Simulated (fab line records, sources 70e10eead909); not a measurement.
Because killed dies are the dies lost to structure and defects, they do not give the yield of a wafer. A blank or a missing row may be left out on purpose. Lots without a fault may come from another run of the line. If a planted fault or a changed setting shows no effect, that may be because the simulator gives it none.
The tool behind it: which one? | flow nandHarc | 12 lots, 36 wafers sampled, at 4 steps of a route of 1302

## WHAT EACH GAUGE READ, for each wafer
NHARC_P_M0_THK_MEAS_24: measures by xrf.
lot  | measured     | on           | thkNm (nm)
L076 | day 7 03:17  | filmMetro-01 | 118.1 116.7 115.4
L077 | day 7 09:37  | filmMetro-01 | 117.4 117.3 117.0
L079 | day 8 05:42  | filmMetro-01 | 117.8 119.8 117.9
L081 | day 9 00:57  | filmMetro-02 | 118.7 118.0 116.0
L083 | day 9 20:26  | filmMetro-01 | 117.6 117.5 117.1
L085 | day 10 14:34 | filmMetro-02 | 119.3 116.1 118.3
L087 | day 11 12:41 | filmMetro-02 | 115.2 116.4 115.9
L089 | day 12 07:09 | filmMetro-01 | 115.9 116.9 118.3
L091 | day 12 22:32 | filmMetro-02 | 117.8 118.5 116.5
L093 | day 14 07:43 | filmMetro-02 | 118.2 116.9 117.0
L095 | day 15 02:06 | filmMetro-01 | 117.7 119.8 117.5
L097 | day 15 19:47 | filmMetro-02 | 118.1 117.4 116.2

## EACH LOT AND THE TOOL THAT RAN IT (in order: tool; ch and the chambers of the sampled wafers; start)
lot  | NHARC_P_CONTACT_ETCH_18                      | NHARC_P_CONTACT_CMP_24        | NHARC_P_M0_CMP_23
L076 | rieDiel-05 ch 0,1,3, day 6 23:13 or earlier  | cmp-03 ch 0,1,3, day 6 23:13  | cmp-02 ch 0,2,3, day 7 02:58
L077 | rieDiel-05 ch 0,1,2, day 7 05:47 or earlier  | cmp-03 ch 2,3, day 7 05:47    | cmp-01 ch 1,2,3, day 7 09:21
L079 | rieDiel-08 ch 0,1,3, day 8 01:50 or earlier  | cmp-01 ch 0,2,3, day 8 01:50  | cmp-03 ch 0,1,2, day 8 05:23
L081 | rieDiel-08 ch 0,2,3, day 8 20:51 or earlier  | cmp-03 ch 1,2,3, day 8 20:51  | cmp-02 ch 0,1, day 9 00:40
L083 | rieDiel-08 ch 0,2,3, day 9 16:38 or earlier  | cmp-04 ch 0,2,3, day 9 16:38  | cmp-03 ch 0,1,2, day 9 20:07
L085 | rieDiel-05 ch 0,1,3, day 10 10:47 or earlier | cmp-01 ch 1,2,3, day 10 10:47 | cmp-03 ch 1,2,3, day 10 14:15
L087 | rieDiel-08 ch 0,1, day 11 08:47 or earlier   | cmp-03 ch 0,1,2, day 11 08:47 | cmp-01 ch 0,3, day 11 12:25
L089 | rieDiel-05 ch 0,2,3, day 12 03:20 or earlier | cmp-03 ch 2,3, day 12 03:20   | cmp-02 ch 1,2, day 12 06:52
L091 | rieDiel-08 ch 2,3, day 12 18:43 or earlier   | cmp-01 ch 0,2,3, day 12 18:43 | cmp-03 ch 1,2, day 12 22:14
L093 | rieDiel-10 ch 1,2, day 14 03:58 or earlier   | cmp-03 ch 0,1,2, day 14 03:58 | cmp-02 ch 0,3, day 14 07:25
L095 | rieDiel-08 ch 0,1,3, day 14 22:26 or earlier | cmp-01 ch 0,3, day 14 22:26   | cmp-01 ch 1,2, day 15 01:49
L097 | rieDiel-10 ch 0,2,3, day 15 16:02 or earlier | cmp-01 ch 0,1,3, day 15 16:02 | cmp-01 ch 0,2, day 15 19:29
- NHARC_P_CONTACT_ETCH_18: etches the open film in C4F8/O2/Ar, target depth 481 nm, time 240.5 s.
- NHARC_P_CONTACT_CMP_24: polishes, t overpolish 30 s, target thk 200 nm.
- NHARC_P_M0_CMP_23: polishes, t overpolish 20 s, target thk 117.54 nm.

## THE ANSWER, worked out from the rows above alone
Rule: the lots themselves supply what counts as usual. The widest of any qualifying gaps counts: lots, ordered by their means at a reading, are off when they make up no more than a third of the lots, leave a main group of 4 or more, and stand apart from it by 3 or more times the standard deviation of that group's means. If all means in a main group match to the digits the tables above print for the reading, that group is not used. A lot without any number at a reading at which 4 lots or more have one is off too. The other lots that the step has rows for count as sound.
No lot is off on any of the readings shown, so nothing can be concluded from this.

## WHAT THE SIMULATOR PUT IN
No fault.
